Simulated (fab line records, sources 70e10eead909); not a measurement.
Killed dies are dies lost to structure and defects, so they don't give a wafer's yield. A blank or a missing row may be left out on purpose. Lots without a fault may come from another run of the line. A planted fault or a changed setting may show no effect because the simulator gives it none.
fab line records | flow nand_harc
record lots=11 wafers=33 last_day=25
route steps=1159 shown A_SLIT@794 A_WL_FILL@814 END@1159
lots that met no fault: from a run of the same line without faults
start_h: hours from the record's first day to the start of the lot's first wafer shown | wait_h: hours since the lot's step before | " the same as in the row above | L1.1+2: a row that stands for several wafers | - no value, or no start given | * or withheld: withheld | < > ~ a bound
route shown NAME@n: a module of which the file shows steps, and the number in the route of the first | usual: mean/standard deviation of fault-free wafers | same: alike in all rows | chamber/n: place in a boat | sites: the reading at each site | _std_site: their standard deviation | _edge_site: outer sites' mean less inner sites' | radius_mm: how far each site lies from the wafer's centre | mask NAME#n: copy n | behind: the tool/chamber that last shaped the wafer | hold: why the lot was held/for how many hours/how that ended | device: the transistor (n, p or np) that didn't switch | end of line: the same wafers' tests at the end of the route | a step without rows: its recipe alone | killed: dies lost to structure and defects at the first sort, not the wafer's yield | map: a wafer's dies, x killed, . not, _ none there
set.NAME: the setting as run; set.NAME@STEP: as run at that earlier step | model.NAME: the simulator's own value behind a step, which no gauge read
steps of the route over a sample of lots; a table a step, a row a wafer
services: from which hour (start_h, from the record's first day; less than 0 if before it) a tool's chamber was out of use, for how many hours, and why
## steps
# step NHARC_A_SLIT_ETCH_24
# recipe target_depth_a=1210 time_s=60.5 cf4_flow_sccm=100 chf3_flow_sccm=30 ar_flow_sccm=0 rf_w=500 bias_w=200 chemistry=CF4/CHF3
# usual cf4_flow_sccm=100.0/0.31 drypump_motor_current_A=5.8/0.4 oes_product_au=0.961/0.017 rf_vpp_V=369.9/2.5 showerhead_plenum_p_Torr=1.55/0.071 throttle_valve_pct=16.804/0.0095
# columns lot.wafer tool chamber start_h wait_h cf4_flow_sccm drypump_motor_current_A oes_product_au rf_hours_counter_h rf_vpp_V showerhead_plenum_p_Torr throttle_valve_pct
L540.4 rie_diel-11 2 326.46 0.1 100.1 5.0 0.975 9 370.8 1.59 16.806
L540.3 " 3 " " 100.1 5.6 0.951 7 368.7 1.52 16.814
L540.6 " 1 " " 100.0 5.3 0.972 - 371.6 1.60 16.803
L541.2 rie_diel-03 3 326.86 0.1 99.6 5.6 0.966 7 372.7 1.64 16.806
L541.1 " 1 " " 100.0 6.1 0.961 8 367.9 1.47 16.807
L541.4 " 2 " " 100.5 5.4 0.952 7 373.6 1.65 16.794
L544.1 rie_diel-03 2 335.49 0.1 100.3 5.4 0.967 8 374.2 1.65 16.807
L544.4 " 3 " " 99.7 5.6 0.980 8 372.6 1.64 16.808
L544.2 " 0 " " 100.1 5.1 0.964 8 367.7 1.52 16.799
L543.4 rie_diel-12 0 336.76 0.1 99.4 6.4 0.962 11 366.4 1.49 16.810
L543.2 " 2 " " 100.1 6.0 0.956 10 370.5 1.60 16.816
L543.6 " 0 " " 99.6 6.3 0.972 - 368.5 1.49 16.814
L546.4 rie_diel-03 2 371.75 0.1 100.2 5.4 0.939 11 373.3 1.65 16.815
L546.3 " 3 " " 99.9 5.6 0.919 11 372.7 1.64 16.807
L546.6 " 2 " " 99.9 5.4 0.948 - 374.2 1.65 16.811
L545.4 rie_diel-03 2 381.25 0.1 99.7 5.4 0.966 12 373.3 1.65 16.792
L545.2 " 3 " " 99.8 5.6 0.947 12 372.4 1.64 16.783
L545.1 " 0 " " 100.4 5.1 0.939 12 368.4 1.52 16.810
L553.1 rie_diel-11 3 387.66 0.1 99.9 5.6 0.959 0 368.0 1.52 16.804
L553.5 " 3 " " 99.8 5.6 0.957 - 369.2 1.52 16.796
L553.6 " 0 " " 99.9 5.7 0.985 - 367.5 1.50 16.787
L550.4 rie_diel-03 0 387.89 0.1 99.2 5.1 0.916 13 367.6 1.52 16.811
L550.6 " 1 " " 100.2 6.0 0.930 - 366.1 1.47 16.817
L550.5 " 2 " " 100.1 5.4 0.927 - 372.4 1.65 16.792
L559.3 rie_diel-03 1 440.83 0.4 100.4 6.0 0.948 3 366.4 1.47 16.803
L559.4 " 2 " " 99.7 5.4 0.957 3 372.7 1.65 16.810
L559.5 " 2 " " 99.8 5.4 0.962 - 373.8 1.65 16.804
L560.1 rie_diel-11 3 447.30 0.1 100.0 5.6 0.983 4 369.5 1.52 16.812
L560.2 " 0 " " 99.3 5.7 0.976 5 367.6 1.50 16.823
L560.5 " 3 " " 99.8 5.6 0.980 - 368.7 1.52 16.801
L561.3 rie_diel-03 1 453.02 0.1 99.7 6.0 0.962 4 369.5 1.47 16.805
L561.1 " 3 " " 99.8 5.6 0.953 3 374.1 1.64 16.799
L561.2 " 0 " " 100.3 5.1 0.965 4 369.7 1.52 16.788
# step NHARC_A_SLIT_ETCH_15
# recipe target_depth_a=32000 over_etch_frac=0.3 time_s=832 ion_energy_ev=150 o2_flow_sccm=400 cos_flow_sccm=20 ar_flow_sccm=0 rf_w=500 bias_w=300 chemistry=O2/COS
# usual drypump_motor_current_A=5.7/0.41 oes_product_au=0.999/0.0085 rf_vpp_V=313.7/2.1 showerhead_plenum_p_Torr=3.09/0.14 throttle_valve_pct=28.329/0.0085
# columns lot.wafer tool chamber start_h wait_h drypump_motor_current_A oes_product_au rf_hours_counter_h rf_vpp_V showerhead_plenum_p_Torr throttle_valve_pct
L540.3 rie_diel-11 2 - - 5.0 1.006 9 314.5 3.15 28.334
L540.4 " 0 " " 5.7 0.989 8 311.6 2.98 28.318
L540.6 " 2 " " 5.0 1.011 - 315.2 3.15 28.336
L541.1 rie_diel-03 3 - - 5.6 1.001 8 317.2 3.26 28.328
L541.2 " 0 " " 5.1 0.997 7 311.4 3.02 28.317
L541.4 " 1 " " 6.0 1.002 8 312.8 2.92 28.324
L544.2 rie_diel-03 2 - - 5.4 1.000 8 316.3 3.27 28.315
L544.1 " 0 " " 5.1 0.993 8 312.3 3.02 28.322
L544.4 " 1 " " 6.0 1.001 8 311.9 2.92 28.323
L543.4 rie_diel-12 3 - - 6.1 1.001 11 311.6 2.94 28.326
L543.2 " 2 " " 6.0 0.996 10 316.2 3.18 28.324
L543.6 " 3 " " 6.1 1.000 - 310.2 2.93 28.330
L546.3 rie_diel-03 3 - - 5.6 0.994 11 315.7 3.26 28.335
L546.4 " 2 " " 5.4 1.012 11 314.4 3.27 28.313
L546.6 " 3 " " 5.6 0.998 - 315.2 3.26 28.327
L545.1 rie_diel-03 0 - - 5.1 0.993 12 313.0 3.01 28.338
L545.2 " 1 " " 6.0 1.008 12 311.1 2.92 28.318
L545.4 " 2 " " 5.4 0.995 12 315.5 3.27 28.328
L553.1 rie_diel-11 3 - - 5.6 0.990 0 312.7 3.02 28.332
L553.5 " 0 " " 5.7 1.006 - 311.4 2.97 28.337
L553.6 " 1 " " 5.3 1.000 - 313.8 3.17 28.335
L550.4 rie_diel-03 1 - - 6.0 0.986 13 311.4 2.92 28.325
L550.5 " 0 " " 5.1 0.986 - 312.0 3.01 28.323
L550.6 " 1 " " 6.0 1.002 - 312.4 2.92 28.331
L559.4 rie_diel-03 3 - - 5.6 0.999 2 316.7 3.26 28.324
L559.3 " 0 " " 5.1 1.001 3 312.6 3.01 28.320
L559.5 " 3 " " 5.6 0.989 - 315.1 3.26 28.340
L560.2 rie_diel-11 1 - - 5.3 0.978 5 314.5 3.17 28.339
L560.1 " 3 " " 5.6 1.010 4 313.3 3.02 28.329
L560.5 " 0 " " 5.7 0.999 - 311.7 2.97 28.321
L561.2 rie_diel-03 3 - - 5.6 0.998 3 315.6 3.26 28.318
L561.1 " 0 " " 5.1 0.993 4 311.8 3.01 28.330
L561.3 " 1 " " 6.0 0.992 4 311.9 2.91 28.319
# step NHARC_A_WL_FILL_ETCHBACK_04
# recipe target_depth_a=600 time_s=120 chemistry=NF3
# usual drypump_motor_current_A=5.8/0.42 oes_product_au=0.999/0.011 run_length_s=141.2/0.47
# columns lot.wafer tool chamber start_h wait_h drypump_motor_current_A oes_product_au rf_hours_counter_h run_length_s
L540.3 rie_metal-03 1 347.65 1.5 6.0 0.999 - 141.1
L540.4 " 0 " " 6.5 0.991 - 141.0
L540.6 " 1 " " 6.0 1.006 - 141.4
L541.1 rie_metal-01 0 350.42 2.8 5.7 1.005 0.1 140.7
L541.2 " 1 " " 5.7 0.995 0.1 141.0
L541.4 " 0 " " 5.7 1.002 - 140.5
L544.1 rie_metal-03 0 353.41 2.4 6.5 0.997 1.7 141.0
L544.2 " 1 " " 6.0 1.002 1.7 141.3
L544.4 " 0 " " 6.5 0.998 - 141.3
L543.2 rie_metal-01 1 353.66 2.4 5.8 0.985 0.3 140.9
L543.4 " 0 " " 5.7 1.009 - 140.7
L543.6 " 0 " " 5.7 1.003 - 140.6
L546.3 rie_metal-01 1 386.86 2.0 5.7 0.997 - 141.3
L546.4 " 0 " " 5.8 1.012 - 141.0
L546.6 " 1 " " 5.7 0.988 - 141.2
L545.2 rie_metal-03 0 403.20 2.9 6.5 1.000 3.5 141.2
L545.1 " 1 " " 6.1 0.999 3.1 141.4
L545.4 " 0 " " 6.5 0.997 - 141.6
L550.4 rie_metal-01 1 404.93 2.0 5.8 0.996 - 141.0
L550.6 " 0 " " 5.7 1.002 - 140.5
L550.5 " 1 " " 5.8 1.008 - 141.2
L553.1 rie_metal-02 0 406.04 2.4 5.1 1.012 0.3 142.4
L553.6 " 1 " " 5.5 0.987 - 140.7
L553.5 " 0 " " 5.1 1.010 - 141.8
L559.3 rie_metal-03 0 463.40 2.0 6.5 1.013 - 141.3
L559.4 " 0 " " 6.5 1.011 - 141.2
L559.5 " 0 " " 6.5 1.009 - 141.1
L560.1 rie_metal-01 0 466.85 2.4 5.7 0.993 3.7 140.9
L560.2 " 1 " " 5.8 0.997 3.7 141.5
L560.5 " 1 " " 5.7 1.000 - 141.0
L561.2 rie_metal-02 0 471.49 2.4 5.1 1.010 2.4 142.2
L561.1 " 1 " " 5.5 0.986 2.4 140.5
L561.3 " 1 " " 5.5 0.978 - 141.1
# step NHARC_A_WL_FILL_ETCHBACK_17
# recipe target_depth_a=40 time_s=26.7 chemistry=Cl2/BCl3
# usual drypump_motor_current_A=5.8/0.41 oes_product_au=1.000/0.01 run_length_s=47.9/0.48
# columns lot.wafer tool chamber start_h wait_h drypump_motor_current_A oes_product_au rf_hours_counter_h run_length_s
L541.1 rie_metal-01 1 358.57 - 5.8 0.994 0.5 48.0
L541.2 " 0 " " 5.7 1.002 0.5 47.6
L541.4 " 1 " " 5.8 0.980 - 47.7
L540.3 rie_metal-03 1 358.67 - 6.0 1.003 - 47.6
L540.4 " 0 " " 6.5 1.010 - 48.0
L540.6 " 0 " " 6.5 1.004 - 47.8
L543.2 rie_metal-01 0 363.90 - 5.7 0.990 0.8 47.8
L543.4 " 0 " " 5.7 1.003 - 47.3
L543.6 " 1 " " 5.8 0.989 - 48.2
L544.2 rie_metal-02 0 365.88 - 5.1 1.012 4.7 48.6
L544.1 " 1 " " 5.5 0.973 4.7 47.3
L544.4 " 1 " " 5.5 0.985 - 47.8
L546.4 rie_metal-03 1 397.95 - 6.0 0.999 - 47.7
L546.3 " 0 " " 6.5 0.995 - 47.8
L546.6 " 0 " " 6.5 1.001 - 48.3
L545.1 rie_metal-01 0 411.07 - 5.7 0.982 2.2 47.8
L545.2 " 1 " " 5.7 1.002 2.2 47.8
L545.4 " 1 " " 5.8 1.005 - 48.5
L553.1 rie_metal-03 1 418.17 - 6.0 1.001 3.5 47.7
L553.5 " 1 " " 6.1 1.009 - 47.6
L553.6 " 0 " " 6.5 1.019 - 38.0
L550.4 rie_metal-01 1 420.41 - 5.8 0.995 - 47.6
L550.5 " 0 " " 5.7 0.998 - 47.2
L550.6 " 1 " " 5.8 1.003 - 48.2
L560.2 rie_metal-01 0 475.75 - 5.7 0.984 4.1 47.6
L560.1 " 1 " " 5.8 1.001 4.1 47.8
L560.5 " 1 " " 5.7 1.001 - 48.0
L559.3 rie_metal-02 0 475.77 - 5.1 1.014 - 48.8
L559.4 " 1 " " 5.5 0.990 - 47.8
L559.5 " 1 " " 5.5 0.994 - 47.4
L561.2 rie_metal-01 1 482.03 - 5.8 1.003 4.2 47.6
L561.1 " 0 " " 5.7 0.996 4.2 47.5
L561.3 " 1 " " 5.7 1.013 - 47.6
# step NHARC_END_SORT_01
# recipe temp_c=25
# usual killed_at_array=28/9.1 killed_at_other=0.6/0.87 killed_at_periphery=3.4/2.7 killed_dies=32/9 killed_open=3.2/1.9 killed_short=2.0/1.3
# same gross_dies=677
# columns lot.wafer tool chamber start_h wait_h killed_at_array killed_at_other killed_at_periphery killed_dies killed_open killed_short
L545.1 prober-02 0 509.88 2.5 35 0 5 40 2 2
L545.2 prober-02 0 510.68 2.8 35 0 9 44 4 1
L545.4 prober-02 0 512.28 3.4 38 1 7 46 7 1
# killed by level:class
L545.1 A_SLIT:chamber_film_flake=13 A_CHANNEL_HOLE_D1:chamber_film_flake=8 A_CONTACT:chamber_film_flake=8 A_CONTACT:geometric_particle:open=2 P_ZERO_WELL:chamber_film_flake=2 P_BONDPAD:chamber_film_flake=2 A_STAIRCASE:chamber_film_flake=2 P_CONTACT:geometric_particle:short=1
L545.2 A_SLIT:chamber_film_flake=17 A_CHANNEL_HOLE_D1:chamber_film_flake=8 A_CONTACT:chamber_film_flake=7 P_GATE:chamber_film_flake=2 P_BONDPAD:chamber_film_flake=2 P_GATE:geometric_particle:open=1 P_CONTACT:geometric_particle:open=1 A_ONON_D1:geometric_particle:open=1
L545.4 A_SLIT:chamber_film_flake=16 A_CHANNEL_HOLE_D1:chamber_film_flake=10 P_ZERO_WELL:chamber_film_flake=5 A_CONTACT:chamber_film_flake=4 A_CONTACT:geometric_particle:open=2 A_STAIRCASE:chamber_film_flake=2 P_CONTACT:geometric_particle:open=1 A_CHANNEL_FILL_D1:geometric_particle:short=1
## services
# columns tool chamber start_h hours kind
rie_diel-11 3 311.64 14.3 repair
rie_diel-03 0 322.30 - clean
rie_diel-03 1 322.30 - clean
rie_diel-03 2 322.30 - clean
rie_diel-03 3 322.30 - clean
rie_metal-01 - 332.00 9.0 pm
rie_diel-03 1 345.39 6.5 repair
rie_diel-03 0 346.80 - clean
rie_metal-03 1 364.47 3.0 repair
rie_diel-11 - 366.50 9.0 pm
rie_diel-11 - 377.51 3.7 repair
rie_diel-12 - 379.40 9.0 pm
rie_metal-02 - 390.03 9.0 pm
rie_diel-12 1 391.39 5.3 repair
rie_diel-03 - 392.33 9.0 pm
rie_metal-03 0 413.35 2.3 repair
rie_diel-03 3 413.84 12.4 repair
rie_metal-03 0 420.70 26.0 repair
rie_diel-03 1 445.34 1.4 repair
rie_diel-11 1 452.84 6.7 repair
rie_metal-03 - 453.00 9.0 pm
rie_metal-03 1 462.35 47.6 repair
rie_diel-12 2 472.20 7.5 repair
rie_diel-11 0 475.74 9.3 repair
## key
first_sign step=NHARC_A_WL_FILL_ETCHBACK_17 reading=run_length_s direction=down sigmas=20 usual=* struck=*
effect none on later readings
met_at NHARC_A_WL_FILL_ETCHBACK_17
struck_lots L553
struck_wafers L553.6
tester_left_out L553
not_acting_at NHARC_A_SLIT_ETCH_24,NHARC_A_SLIT_ETCH_15,NHARC_A_WL_FILL_ETCHBACK_04
onset_between 397.95 418.17
fault kind=process_parameter_drift tool=rie_metal-03 chamber=0 onset_h=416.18 steps=NHARC_A_WL_FILL_ETCHBACK_17 channel=time_s offset=* shape=step end_h=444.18 acts_in=* stated=*
# tester_left_out: of these lots the tester's yield and bins aren't shown, on N5 and GAA mostly nor the transistor test; their killed dies are dies lost to structure and defects alone, not to doping, threshold or leakage, so they don't give the yield
